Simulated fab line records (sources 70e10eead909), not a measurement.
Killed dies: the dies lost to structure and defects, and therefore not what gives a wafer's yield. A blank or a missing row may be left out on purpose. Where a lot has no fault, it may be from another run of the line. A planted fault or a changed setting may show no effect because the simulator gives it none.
Chamber matching | flow nandHarc | NHARC_P_BONDPAD_CMP_32 on cmp-03 has 4 sister chambers
The step polishes SiCN, target thk 200 nm. 14 wafers are shown with their chamber, then 7 later ones without.

WAFERS WITH THEIR CHAMBER
wafer  | chamber | motorCurrentA (A)
L075.2 | 2       | 11.7
L075.4 | 0       | 11.6
L075.6 | 1       | 12.4
L076.4 | 2       | 12.3
L076.5 | 2       | 11.1
L076.6 | 1       | 12.3
L077.1 | 3       | 12.6
L077.5 | 0       | 11.3
L077.6 | 3       | 11.9
L078.1 | 2       | 11.6
L078.3 | 3       | 12.0
L078.5 | 2       | 12.0
L083.2 | 2       | 11.0
L083.3 | 0       | 11.6

SIGNATURES (means of the wafers above)
reading       | chamber 0 | chamber 1 | chamber 2 | chamber 3 | scatter within a chamber
motorCurrentA | 11.500    | 12.350    | 11.617    | 12.167    | 0.402
Rule: a wafer lies at a distance from a chamber equal to the root of the sum of squares, over the readings, of (its reading less the chamber's mean, divided by the reading's scatter). If the next closest chamber is less than 2 further off than the closest, the wafer can't be placed; otherwise it belongs to the closest. The scatter is the square root of a quotient: the sum, over the shown wafers, of each reading's squared deviation from its chamber's mean, divided by wafers minus chambers.

WAFERS WHOSE CHAMBER IS MISSING
wafer  | motorCurrentA (A)
L083.6 | 11.7
L092.1 | 11.2
L092.2 | 11.8
L092.4 | 11.6
L093.2 | 12.2
L093.4 | 11.5
L093.6 | 11.7

THE CHAMBER EACH PASSED THROUGH
wafer  | from the rows above               | in truth
L083.6 | can't be placed: 2 or 0 or 3 or 1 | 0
L092.1 | can't be placed: 0 or 2 or 3      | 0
L092.2 | can't be placed: 2 or 0 or 3 or 1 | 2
L092.4 | can't be placed: 2 or 0 or 3 or 1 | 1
L093.2 | can't be placed: 3 or 1 or 2 or 0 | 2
L093.4 | can't be placed: 0 or 2 or 3      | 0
L093.6 | can't be placed: 2 or 0 or 3 or 1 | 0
Correctly placed: 0 of 7. From these rows, 7 cannot be placed; in 7 the true chamber is one of the candidates. 0 placed wrongly.
